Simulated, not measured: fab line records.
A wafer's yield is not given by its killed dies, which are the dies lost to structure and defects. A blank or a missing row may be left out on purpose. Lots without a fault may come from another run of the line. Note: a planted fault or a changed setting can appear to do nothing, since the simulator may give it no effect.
Chamber matching :: flow n5_finfet :: N5_SD_EPI_N_ETCH_16 on rie_diel-06 has 4 sister chambers
The step etches SiO2 in CHF3/O2, target depth 5 nm. 8 wafers are shown with their chamber, then 9 later ones without.

== WAFERS WITH THEIR CHAMBER ==
wafer: L086.2
chamber: 1
rf_vpp_V (V): 518
throttle_valve_pct (%): 18.97

wafer: L086.3
chamber: 3
rf_vpp_V (V): 530
throttle_valve_pct (%): 19.07

wafer: L086.5
chamber: 2
rf_vpp_V (V): 509
throttle_valve_pct (%): 18.79

wafer: L087.3
chamber: 3
rf_vpp_V (V): 530
throttle_valve_pct (%): 19.07

wafer: L087.5
chamber: 2
rf_vpp_V (V): 509
throttle_valve_pct (%): 18.81

wafer: L090.2
chamber: 0
rf_vpp_V (V): 507
throttle_valve_pct (%): 19.22

wafer: L090.5
chamber: 0
rf_vpp_V (V): 509
throttle_valve_pct (%): 19.22

wafer: L090.6
chamber: 1
rf_vpp_V (V): 520
throttle_valve_pct (%): 18.98

== WAFERS WHOSE CHAMBER IS MISSING ==
wafer: L093.2
rf_vpp_V (V): 530
throttle_valve_pct (%): 19.12

wafer: L093.4
rf_vpp_V (V): 506
throttle_valve_pct (%): 18.83

wafer: L093.5
rf_vpp_V (V): 508
throttle_valve_pct (%): 18.84

wafer: L094.1
rf_vpp_V (V): 509
throttle_valve_pct (%): 18.85

wafer: L094.2
rf_vpp_V (V): 519
throttle_valve_pct (%): 18.97

wafer: L094.3
rf_vpp_V (V): 507
throttle_valve_pct (%): 19.24

wafer: L095.2
rf_vpp_V (V): 508
throttle_valve_pct (%): 18.81

wafer: L095.3
rf_vpp_V (V): 531
throttle_valve_pct (%): 19.09

wafer: L095.5
rf_vpp_V (V): 531
throttle_valve_pct (%): 19.10

== WHICH CHAMBER EACH WENT THROUGH ==
wafer: L093.2
from the rows above: 3
in truth: 3

wafer: L093.4
from the rows above: 2
in truth: 2

wafer: L093.5
from the rows above: 2
in truth: 2

wafer: L094.1
from the rows above: 2
in truth: 2

wafer: L094.2
from the rows above: 1
in truth: 1

wafer: L094.3
from the rows above: 0
in truth: 0

wafer: L095.2
from the rows above: 2
in truth: 2

wafer: L095.3
from the rows above: 3
in truth: 3

wafer: L095.5
from the rows above: 3
in truth: 3
9 of 9 placed correctly. Can't be placed from these rows: 0. 0 placed wrongly.
How it was worked out, from the rows above alone: a wafer's distance from a chamber is the root of the sum, over the readings, of the square of ((its reading less the chamber's mean) divided by the reading's scatter). If the next closest chamber is less than 2 further off than the closest, the wafer can't be placed; otherwise it belongs to the closest. The mean given for a chamber averages the wafers shown for that chamber. How the scatter is found: for the shown wafers, subtract from each reading the mean of its chamber, square and add these, divide the total by (wafers less chambers), then take the root.
